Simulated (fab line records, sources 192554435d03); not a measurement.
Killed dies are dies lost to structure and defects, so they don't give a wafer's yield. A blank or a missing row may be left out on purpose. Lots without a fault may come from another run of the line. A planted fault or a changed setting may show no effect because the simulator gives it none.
Chamber matching | flow n5_finfet | N5_BEOL_M3_DEP_57 on pecvd-02: 3 sister chambers
The step deposits SiCN from 3MS/NH3, target thk 8 nm, time 14 s. 3 wafers are shown with their chamber, then 12 later ones without.

WAFERS WITH THEIR CHAMBER
wafer  | chamber | showerhead_plenum_p_Torr (Torr)
L089.1 | 2       | 3.672
L088.4 | 0       | 3.657
L088.6 | 1       | 3.645

WAFERS WITHOUT THEIR CHAMBER
wafer  | showerhead_plenum_p_Torr (Torr)
L091.2 | 3.660
L091.5 | 3.670
L091.6 | 3.654
L094.1 | 3.645
L094.2 | 3.672
L094.3 | 3.651
L094.4 | 3.640
L094.5 | 3.653
L094.6 | 3.666
L097.1 | 3.654
L097.3 | 3.658
L097.5 | 3.666

WHICH CHAMBER EACH WENT THROUGH
wafer  | from the rows above     | in truth
L091.2 | 0                       | 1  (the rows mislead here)
L091.5 | 2                       | 2
L091.6 | can't be placed: 0 or 1 | 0
L094.1 | 1                       | 1
L094.2 | 2                       | 2
L094.3 | can't be placed: 1 or 0 | 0
L094.4 | 1                       | 1
L094.5 | can't be placed: 0 or 1 | 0
L094.6 | can't be placed: 2 or 0 | 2
L097.1 | can't be placed: 0 or 1 | 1
L097.3 | 0                       | 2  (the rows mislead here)
L097.5 | can't be placed: 2 or 0 | 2
Placed correctly: 4 of 12. Can't be placed from these rows: 6 (the true chamber is among the candidates in 6). Placed wrongly: 2.
How it was worked out, from the rows above alone: a wafer's distance from a chamber is the root of the sum, over the readings, of the square of ((its reading less the chamber's mean) divided by the reading's scatter). The wafer belongs to the nearest chamber; if the next one is less than 2 further off, it can't be placed. A chamber's mean is the mean of its shown wafers. The scatter: with one shown wafer a chamber, the root of the mean of the squares of how far each hidden wafer lies from its nearest shown one.
